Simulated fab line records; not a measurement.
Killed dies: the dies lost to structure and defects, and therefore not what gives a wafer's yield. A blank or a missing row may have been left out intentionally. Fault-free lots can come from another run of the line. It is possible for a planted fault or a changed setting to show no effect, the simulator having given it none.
fab line records	flow n5Finfet
[record] lots = 10	wafers = 27	lastDay = 21
route steps=1938 shown STI_FIN_REVEAL@183 DUMMY_GATE@218 BEOL_M4@1111 PASSIVATION@1936
lots that met no fault: from a run of the same line without faults
startH: the number of hours between the record's first day and the start of the first shown wafer of the lot	waitH: hours since the lot's step before	" the same as in the row above	L1.1+2: a row that stands for several wafers	- no value, or no start given	* or withheld: withheld	< > ~ a bound
route shown NAME@n: names a module that has steps shown in the file, with the first one's number in the route	usual: average and standard deviation across the fault-free wafers	same: alike in all rows	chamber/n: place in a boat	sites: the reading at each site	_std_site: the values' standard deviation	_edge_site: mean of outer sites minus mean of inner sites	radiusMm: for every site, how far away it sits from the centre of the wafer	mask NAME#n: copy n	behind: the tool/chamber that last shaped the wafer	hold: cause of the lot's hold/its duration in hours/its outcome	device: the transistor (n, p or np) that didn't switch	end of line: at the end of the route, the tests of the same wafers	a step with no rows: only its recipe	killed: dies that structure and defects cost at the first sort, which is not the same as the wafer's yield	map: the dies of a wafer, with x for killed, . for not killed, _ for no die there
set.NAME: the setting the step ran with; set.NAME@STEP: the setting that earlier step ran with	model.NAME: the simulator's own value behind a step, which no gauge read
steps of the route over a sample of lots; a table a step, a row a wafer
services: the hour from which a tool's chamber was out of use, counted from the record's first day as startH (under 0 if before that day), plus the number of hours and why
[[steps]]
[step N5_STI_FIN_REVEAL_ALD_00]
[recipe] material = SiO2	targetThkA = 10	tempC = 300	aldPrecursorFamily = BDEAS	aldCoReactant = O2-plasma	pulseTimeS = 1	pressureTorr = 2
[usual] heaterPowerW = 491/35	precursorPulseHeightRel = 0.999/0.019
lot.wafer	tool	chamber	startH	waitH	heaterPowerW	precursorPulseHeightRel	sinceWetCleanH
L352.2	aldSin-01	0	34.54	0.0	401	1.020	131
L352.4	"	2	"	"	488	0.966	131
L356.4	aldSin-01	2	57.79	0.0	479	0.979	154
L356.5	"	2	"	"	480	1.003	-
L356.6	"	1	"	"	523	1.017	-
L357.2	aldSin-04	0	66.08	0.1	482	0.991	58
L357.4	"	1	"	"	523	1.002	58
L357.5	"	3	"	"	446	1.019	-
L359.3	aldSin-03	2	75.60	0.4	463	1.003	265
L359.4	"	3	"	"	518	0.990	265
L359.6	"	2	"	"	446	0.983	-
L362.2	aldSin-01	3	96.48	0.4	502	1.005	192
L362.3	"	1	"	"	508	0.972	192
L362.4	"	0	"	"	406	0.967	192
L363.2	aldSin-01	2	102.14	0.0	489	0.987	198
L363.3	"	0	"	"	423	1.015	198
L363.4	"	3	"	"	519	0.955	198
L367.3	aldSin-03	1	123.54	0.0	493	1.019	313
L367.4	"	2	"	"	455	0.969	313
L367.6	"	3	"	"	523	0.981	-
L370.2	aldSin-03	0	143.26	0.0	548	0.998	332
L370.3	"	3	"	"	526	1.010	332
L370.6	"	1	"	"	500	1.014	-
L372.1	aldSin-04	3	153.99	0.0	468	1.001	146
L372.3	"	0	"	"	497	0.995	146
L373.1	aldSin-03	2	160.29	0.0	460	1.007	350
L373.5	"	1	"	"	505	0.962	-
[step N5_STI_FIN_REVEAL_ETCHBACK_08]
[recipe] chemistry = C4F6/O2	target = SiO2	targetDepthA = 305	timeS = 10.167	ionEnergyEv = 250	pressureMtorr = 30	sourceW = 345	biasW = 185	Ar_flow_sccm = 300	C4F6_flow_sccm = 10	O2_flow_sccm = 10
[usual] O2_flow_sccm = 10.000/0.028	drypumpMotorCurrentA = 5.67/0.21	oesProductAu = 0.78/0.075	rfVppV = 669/26	showerheadPlenumPTorr = 2.86/0.085	throttleValvePct = 21.22/0.15
[same] timeS = 10.167
lot.wafer	tool	chamber	startH	waitH	O2_flow_sccm	drypumpMotorCurrentA	oesProductAu	rfHoursCounterH	rfVppV	showerheadPlenumPTorr	throttleValvePct
L352.2	rieDiel-03	3	40.16	0.2	10.024	5.64	0.81	95	652	2.77	21.09
L352.4	"	2	"	"	9.981	5.95	0.77	128	665	2.96	21.09
L356.4	rieDiel-03	3	63.43	0.1	10.033	5.61	0.81	-	652	2.76	21.07
L356.5	"	2	"	"	9.986	5.96	0.77	-	664	2.96	21.13
L356.6	"	1	"	"	10.021	5.75	0.84	-	634	2.77	21.31
L357.2	rieDiel-04	3	72.23	0.2	9.978	5.24	0.76	134	683	2.93	21.27
L357.4	"	1	"	"	9.945	5.91	0.71	231	673	2.77	21.17
L357.5	"	3	"	"	9.986	5.22	0.77	-	682	2.93	21.28
L359.3	rieDiel-03	2	81.23	0.1	10.043	5.95	0.76	139	666	2.95	21.10
L359.4	"	1	"	"	10.035	5.77	0.83	-	634	2.77	21.32
L359.6	"	2	"	"	9.989	5.95	0.75	-	664	2.96	21.11
L362.2	rieDiel-03	2	102.21	0.2	10.029	5.97	0.75	146	664	2.95	21.12
L362.3	"	1	"	"	10.032	5.79	0.82	84	632	2.77	21.33
L362.4	"	1	"	"	9.967	5.79	0.83	-	633	2.77	21.33
L363.2	rieDiel-03	0	107.78	0.2	9.968	5.53	0.74	177	640	2.82	21.14
L363.3	"	1	"	"	10.057	5.80	0.82	86	633	2.77	21.33
L363.4	"	2	"	"	9.982	5.96	0.75	-	666	2.95	21.12
L367.3	rieDiel-04	2	129.79	0.1	9.992	5.40	0.70	216	680	2.93	21.20
L367.4	"	3	"	"	10.000	5.23	0.76	-	683	2.92	21.31
L367.6	"	2	"	"	10.011	5.41	0.70	-	681	2.93	21.20
L370.2	rieDiel-03	2	148.88	0.2	9.950	5.98	0.75	157	664	2.95	21.13
L370.3	"	0	"	"	10.029	5.51	0.71	189	640	2.82	21.14
L370.6	"	2	"	"	10.003	5.96	0.74	-	665	2.95	21.14
L372.1	rieDiel-03	3	159.65	0.2	9.984	5.65	0.79	117	651	2.76	21.11
L372.3	"	0	"	"	10.009	5.51	0.71	191	638	2.82	21.13
L373.1	rieDiel-04	0	166.02	0.2	9.989	5.88	0.97	8	669	2.79	21.17
L373.5	"	3	"	"	10.014	5.23	0.74	-	682	2.92	21.34
[step N5_STI_FIN_REVEAL_RECESS_09]
[recipe] chemistry = HF/NH3	target = SiO2	afsCycles = 11	targetDepthA = 425	tempC = 30	sublimationTempC = 180	sublimationTimeS = 60
[usual] drypumpMotorCurrentA = 5.6/0.66	sublimationTempC = 180.02/0.15
[same] afsCycles = 11
lot.wafer	tool	chamber	startH	waitH	drypumpMotorCurrentA	sublimationTempC
L352.2	vaporEtch-01	1	40.41	0.0	6.5	180.28
L352.4	"	0	"	"	4.9	180.10
L356.4	vaporEtch-01	1	64.19	0.6	6.5	179.81
L356.5	"	1	"	"	6.5	180.15
L356.6	"	0	"	"	4.9	179.93
L357.2	vaporEtch-02	0	72.48	0.0	6.0	180.03
L357.4	"	0	"	"	6.0	179.96
L357.5	"	1	"	"	5.0	179.85
L359.3	vaporEtch-01	0	82.01	0.6	4.9	179.82
L359.4	"	1	"	"	6.4	180.04
L359.6	"	0	"	"	4.8	180.20
L362.2	vaporEtch-01	0	102.46	0.0	4.9	179.98
L362.3	"	1	"	"	6.5	179.67
L362.4	"	0	"	"	4.9	179.96
L363.2	vaporEtch-02	1	108.03	0.0	5.0	180.04
L363.3	"	1	"	"	5.0	180.01
L363.4	"	0	"	"	6.0	180.21
L367.3	vaporEtch-02	0	130.57	0.6	6.0	180.26
L367.4	"	1	"	"	5.0	180.03
L367.6	"	0	"	"	6.0	180.22
L370.2	vaporEtch-02	0	149.13	0.0	6.0	179.87
L370.3	"	0	"	"	6.0	179.91
L370.6	"	1	"	"	5.0	180.11
L372.1	vaporEtch-02	1	159.90	0.0	5.0	179.83
L372.3	"	1	"	"	5.0	180.00
L373.1	vaporEtch-02	0	166.27	0.0	6.0	180.15
L373.5	"	0	167.33	1.1	6.0	180.46
[step N5_STI_FIN_REVEAL_FIN_H_MEAS_10]
[usual] trenchDepthNm = 51.7/0.85
lot.wafer	tool	chamber	startH	waitH	trenchDepthNm
L352.2	ocd-02	-	43.11	0.0	50.9
L352.4	"	-	"	"	50.3
L356.4	ocd-02	-	66.55	0.0	50.9
L356.5	"	-	"	"	51.7
L356.6	"	-	"	"	51.9
L357.2	ocd-02	-	75.23	0.0	51.9
L357.4	"	-	"	"	52.5
L357.5	"	-	"	"	51.4
L359.3	ocd-02	-	84.18	0.0	50.4
L359.4	"	-	"	"	51.3
L359.6	"	-	"	"	50.6
L362.2	ocd-01	-	105.88	0.7	50.7
L362.3	"	-	"	"	51.0
L362.4	"	-	"	"	51.3
L363.2	ocd-01	-	110.77	0.0	53.0
L363.3	"	-	"	"	50.9
L363.4	"	-	"	"	51.3
L367.3	ocd-01	-	132.74	0.0	50.5
L367.4	"	-	"	"	51.1
L367.6	"	-	"	"	51.1
L370.2	ocd-01	-	151.83	0.0	51.8
L370.3	"	-	"	"	79.8
L370.6	"	-	"	"	51.1
L372.1	ocd-02	-	162.62	0.0	50.3
L372.3	"	-	"	"	78.1
L373.1	ocd-02	-	168.96	0.0	52.5
L373.5	"	-	"	"	79.3
[step N5_DUMMY_GATE_CMP_04]
[recipe] material = a-Si	postCmpClean = alkalineBrush
[usual] edgeZonePressureFrac = 1.000/0.0051	motorCurrentA = 10.4/0.68	padLifeWafers = 1095/610	timeToEndpointS = 13.6/2.6
lot.wafer	tool	chamber	startH	waitH	edgeZonePressureFrac	motorCurrentA	padLifeWafers	timeToEndpointS
L352.2	cmp-02	2	47.20	0.1	1.010	10.1	1184	13.0
L352.4	"	3	"	"	1.001	11.5	1185	12.5
L356.4	cmp-03	3	72.43	0.1	1.000	10.0	553	14.3
L356.5	"	2	"	"	0.998	11.3	-	17.5
L356.6	"	3	"	"	1.002	9.5	-	13.7
L357.2	cmp-04	0	79.75	0.1	1.003	9.6	2036	10.6
L357.4	"	1	"	"	1.001	10.0	2037	14.3
L357.5	"	2	"	"	1.001	10.4	-	14.3
L359.3	cmp-04	1	88.51	0.1	1.011	9.7	2101	17.6
L359.4	"	2	"	"	1.000	10.6	2102	14.6
L359.6	"	1	"	"	1.010	10.1	-	16.4
L362.4	cmp-02	0	110.32	0.0	1.000	10.2	1584	13.3
L362.3	"	2	"	"	1.002	10.2	1586	10.6
L362.2	"	3	"	"	0.993	11.5	1587	10.0
L363.4	cmp-03	0	114.85	0.1	1.002	11.2	835	16.7
L363.2	"	1	"	"	0.997	10.8	836	17.4
L363.3	"	2	"	"	1.008	11.2	837	16.1
L367.4	cmp-04	0	136.77	0.0	1.008	9.5	60	9.3
L367.3	"	2	"	"	1.001	10.1	62	14.1
L367.6	"	1	"	"	1.006	10.0	-	16.4
L370.3	cmp-02	0	155.85	0.0	0.998	10.4	1944	12.7
L370.2	"	1	"	"	1.000	10.5	1945	14.9
L370.6	"	0	"	"	1.001	10.3	-	12.8
L372.1	cmp-03	1	166.71	0.1	1.010	11.1	1280	14.0
L372.3	"	2	"	"	0.989	12.0	1281	14.0
L373.1	cmp-03	2	173.37	0.0	1.004	11.4	1380	10.7
L373.5	"	3	"	"	1.002	9.1	-	9.9
[step N5_BEOL_M4_RC_MEAS_101]
[usual] DIBL_N = 36.1/2.3	DIBL_P = 36/3.2	IOFF_N = 0.16/0.045	IOFF_P = 0.21/0.049	ION_N = 674/14	ION_P = 462/8.4	SS_N = 71.6/0.83	SS_P = 73.2/0.87	VT_N = 249/3.8	VT_P = -250/3.4
lot.wafer	tool	chamber	startH	waitH	DIBL_N[mV/V]	DIBL_P[mV/V]	IOFF_N[nA/um]	IOFF_P[nA/um]	ION_N[uA/um]	ION_P[uA/um]	SS_N[mV/dec]	SS_P[mV/dec]	VT_N[mV]	VT_P[mV]
L352.2	prober-01	0	271.85	0.2	33.3	35	0.12	0.19	655	460	70.6	73.0	254	-250
L352.4	"	0	"	"	34.5	36	0.13	0.23	664	464	70.5	72.7	249	-244
L357.2	prober-02	0	277.70	0.2	35.9	36	0.16	0.18	671	449	71.5	74.0	248	-250
L357.4	"	0	"	"	31.9	31	0.10	0.13	663	451	69.7	72.0	252	-256
L357.5	"	0	"	"	35.3	34	0.16	0.17	670	453	70.8	72.7	246	-255
L359.3	prober-02	0	286.86	0.3	34.9	34	0.12	0.15	652	444	70.7	71.9	253	-255
L359.4	"	0	"	"	36.0	36	0.14	0.19	668	456	71.9	73.5	251	-255
L359.6	"	0	"	"	34.8	33	0.12	0.15	645	439	70.9	72.9	254	-257
L356.4	prober-02	0	289.33	0.5	37.0	38	0.19	0.25	671	455	72.0	73.9	246	-247
L356.5	"	0	"	"	38.4	39	0.20	0.25	679	465	72.7	74.4	249	-249
L356.6	"	0	"	"	36.7	37	0.19	0.23	683	464	72.6	73.6	250	-249
L363.2	prober-02	0	297.29	0.2	34.9	35	0.13	0.20	682	472	71.0	73.2	253	-250
L363.3	"	0	"	"	35.4	33	0.13	0.17	662	458	71.3	72.0	251	-255
L363.4	"	0	"	"	34.2	33	0.11	0.15	648	444	70.2	72.0	257	-256
L362.2	prober-02	0	317.56	0.2	35.8	34	0.12	0.21	652	457	71.0	73.4	254	-251
L362.3	"	0	"	"	35.1	34	0.13	0.20	662	464	71.3	71.6	251	-249
L362.4	"	0	"	"	37.7	37	0.16	0.25	675	465	71.9	73.4	251	-247
L367.3	prober-01	0	329.74	0.3	31.4	30	0.09	0.13	645	446	69.8	72.4	255	-258
L367.4	"	0	"	"	37.2	36	0.19	0.20	672	462	71.5	73.5	247	-249
L367.6	"	0	"	"	36.4	35	0.16	0.19	668	458	71.4	73.7	250	-254
L373.1	prober-02	0	364.44	0.0	39.9	39	0.22	0.24	707	474	72.3	74.2	244	-250
L373.5	"	0	"	"	35.4	33	0.13	0.17	670	460	70.4	72.0	251	-248
L370.2	prober-01	0	388.49	0.2	35.1	37	0.15	0.23	659	460	71.3	73.8	250	-250
L370.3	"	0	"	"	36.6	38	0.19	0.23	682	457	72.4	73.2	248	-250
L370.6	"	0	"	"	35.3	37	0.15	0.21	665	454	71.9	73.4	252	-250
L372.1	prober-02	0	388.83	0.0	40.9	44	0.28	0.38	686	469	73.0	75.4	241	-241
L372.3	"	0	"	"	34.9	37	0.16	0.24	673	466	71.2	73.5	247	-246
[step N5_PASSIVATION_PROBE_49]
[usual] defectLimitedYield = 90.9/1.6	killed_at_M0_to_M3 = 37/11	killed_at_M4_up = 15/5.6	killedAtContacts = 13/6.4	killedAtFrontEnd = 39/11	killedAtOther = 4/3.1	killedDies = 107/19	killedOpen = 71/14	killedShort = 34/7.8	sort_bin_5_function = 5.3/1	sort_bin_6_memory = 3.4/0.72	sort_bin_8_speed = 0.0/0.42	sortNPass = 1072/20	sortYieldPct = 90.9/1.7
[same] grossDies = 1180	killedAtBackSide = 0	sort_bin_4_leakage[%] = 0
lot.wafer	tool	chamber	startH	waitH	defectLimitedYield[%]	killed_at_M0_to_M3	killed_at_M4_up	killedAtContacts	killedAtFrontEnd	killedAtOther	killedDies	killedOpen	killedShort	sort_bin_5_function[%]	sort_bin_6_memory[%]	sort_bin_8_speed[%]	sortNPass	sortYieldPct[%]
L359.3	prober-01	-	406.32	0.1	90.4	43	9	12	37	12	113	81	30	6.1	3.3	0.2	1065	90.3
L359.4	prober-01	-	406.37	0.2	88.5	42	14	12	55	13	136	103	31	7.3	3.8	0	1044	88.5
L359.6	prober-01	-	406.47	0.3	90.3	35	7	25	43	4	114	85	28	5.2	4.2	0.2	1064	90.2
L363.2	prober-02	-	429.19	0.1	91.3	15	26	19	38	5	103	73	26	4.7	3.7	0	1077	91.3
L363.3	prober-02	-	429.24	0.1	92.5	25	9	10	43	1	88	62	23	4.6	2.6	0	1092	92.5
L363.4	prober-02	-	429.29	0.2	88.6	35	32	13	52	2	134	95	37	7.4	3.6	0.2	1044	88.5
L372.1	prober-02	-	496.17	0.0	92.8	27	10	10	29	9	85	55	29	4.2	2.7	0	1095	92.8
// killed by level:class
L359.3 BEOL_M2:geometricParticle:open=15 FIN_SAQP:geometricParticle:open=13 MOL_CONTACT_COAG:geometricParticle:open=11 STI_FIN_REVEAL:geometricParticle:open=8 BEOL_M1:geometricParticle:open=8 FIN_SAQP:geometricParticle:short=6 BEOL_M0_SAQP:geometricParticle:open=5 BEOL_M3:geometricParticle:open=5
L359.4 STI_FIN_REVEAL:geometricParticle:open=25 FIN_SAQP:geometricParticle:open=15 MOL_CONTACT_COAG:geometricParticle:open=12 BEOL_M0_SAQP:geometricParticle:open=8 BEOL_M0_SAQP:geometricParticle:short=8 BEOL_M2:geometricParticle:open=6 BEOL_M0:geometricParticle:open=5 BEOL_M3:geometricParticle:open=5
L359.6 MOL_CONTACT_COAG:geometricParticle:open=21 STI_FIN_REVEAL:geometricParticle:open=12 BEOL_M2:geometricParticle:open=10 FIN_SAQP:geometricParticle:open=9 BEOL_M1:geometricParticle:open=9 DUMMY_GATE:geometricParticle:open=4 GATE_CUT:geometricParticle:short=4 MOL_CONTACT_COAG:geometricParticle:short=4
L363.2 FIN_SAQP:geometricParticle:open=18 MOL_CONTACT_COAG:geometricParticle:open=16 BEOL_M4:geometricParticle:open=16 FIN_SAQP:geometricParticle:short=9 STI_FIN_REVEAL:geometricParticle:open=4 MOL_CONTACT_COAG:geometricParticle:short=3 SD_EPI_N:coatMicrobubblePrinted=2 GATE_CUT:geometricParticle:short=2
L363.3 FIN_SAQP:geometricParticle:open=14 MOL_CONTACT_COAG:geometricParticle:open=10 BEOL_M3:geometricParticle:open=10 STI_FIN_REVEAL:geometricParticle:open=9 GATE_CUT:geometricParticle:short=7 FIN_SAQP:geometricParticle:short=4 BEOL_M4:geometricParticle:open=4 BEOL_M0:geometricParticle:short=3
L363.4 BEOL_M4:geometricParticle:open=19 FIN_SAQP:geometricParticle:open=17 MOL_CONTACT_COAG:geometricParticle:open=13 BEOL_M3:geometricParticle:open=11 FIN_SAQP:geometricParticle:short=8 STI_FIN_REVEAL:geometricParticle:open=8 BEOL_M2:geometricParticle:open=7 BEOL_M3:geometricParticle:short=5
L372.1 FIN_SAQP:geometricParticle:open=9 MOL_CONTACT_COAG:geometricParticle:open=7 BEOL_M2:geometricParticle:open=6 FIN_SAQP:geometricParticle:short=5 BEOL_M3:geometricParticle:open=5 BEOL_M4:geometricParticle:open=5 BEOL_M0_SAQP:geometricParticle:open=4 BEOL_M1:geometricParticle:open=4
[[services]]
tool	chamber	startH	hours	kind
cmp-04	-	14.10	9.2	repair
rieDiel-04	2	17.77	6.1	repair
cmp-03	-	30.60	0.8	repair
cmp-03	-	47.52	0.4	repair
rieDiel-04	-	50.82	2.8	pm
rieDiel-03	0	56.45	17.9	repair
aldSin-04	-	64.86	0.8	repair
cmp-03	-	70.76	1.3	repair
rieDiel-03	3	73.73	36.7	repair
aldSin-03	3	78.05	2.7	repair
cmp-02	-	87.25	5.0	pm
cmp-04	-	93.06	0.5	repair
rieDiel-04	3	94.76	1.6	repair
aldSin-03	0	102.01	11.3	repair
rieDiel-03	2	115.16	18.1	repair
cmp-04	-	115.41	4.0	pm
cmp-04	-	119.41	-	consumableReplace:conditioner
cmp-04	-	119.41	-	consumableReplace:pad
aldSin-04	3	122.15	16.0	repair
cmp-04	-	126.54	5.1	pm
aldSin-03	0	159.56	17.0	repair
cmp-02	-	168.43	4.0	pm
cmp-04	-	172.27	0.4	repair
aldSin-04	0	172.52	3.1	repair
[[key]]
[firstSign] step = N5_STI_FIN_REVEAL_FIN_H_MEAS_10	reading = trenchDepthNm	direction = up	sigmas = 32	usual = 51.7	struck = 79.1
effect none on later readings
metAt N5_STI_FIN_REVEAL_RECESS_09
struckLots L370,L372,L373
struckWafers L370.3,L372.3,L373.5
notActingAt N5_STI_FIN_REVEAL_ALD_00,N5_STI_FIN_REVEAL_ETCHBACK_08,N5_DUMMY_GATE_CMP_04
onsetBetween 130.57 149.13
[fault] kind = processParameterDrift	tool = vaporEtch-02	chamber = -	onsetH = 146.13	steps = N5_STI_FIN_REVEAL_RECESS_09	channel = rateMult	offset = 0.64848	shape = step	endH = 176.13	scope = struckWafersOnly
